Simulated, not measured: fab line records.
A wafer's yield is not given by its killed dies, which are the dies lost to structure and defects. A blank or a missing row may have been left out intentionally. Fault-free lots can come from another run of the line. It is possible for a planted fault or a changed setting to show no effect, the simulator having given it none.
Matching of chambers ; flow n5 finfet ; N5_BEOL_M5_PRE_CLEAN_77 on cvd co-02: 3 sister chambers
The step time 15 s. 6 wafers are shown with their chamber, then 7 later ones without.

## WAFERS PAIRED WITH THEIR CHAMBERS
wafer;chamber;heater power w (W)
L685.6;0;85
L687.2;2;89
L691.5;1;63
L691.6;2;89
L695.1;0;87
L695.3;1;63

## WAFERS WITH NO CHAMBER GIVEN
wafer;heater power w (W)
L695.6;88
L704.1;88
L704.2;88
L704.4;87
L705.2;63
L705.3;90
L705.5;89

## CHAMBER TAKEN BY EACH
wafer;from the rows above;in truth
L695.6;can't be placed: 2 or 0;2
L704.1;can't be placed: 2 or 0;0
L704.2;can't be placed: 2 or 0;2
L704.4;can't be placed: 0 or 2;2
L705.2;1;1
L705.3;2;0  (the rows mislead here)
L705.5;2;2
2 of 7 placed correctly. From these rows, 4 cannot be placed; in 4 the true chamber is one of the candidates. 1 placed wrongly.
How it was worked out, from the rows above alone: a wafer's distance from a chamber is the root of the sum, over the readings, of the square of ((its reading less the chamber's mean) divided by the reading's scatter). The wafer belongs to the nearest chamber; if the next one is less than 2 further off, it can't be placed. The mean given for a chamber averages the wafers shown for that chamber. The scatter: the root of (the sum of the squares of (reading less its chamber's mean) over the shown wafers, divided by (wafers less chambers)).
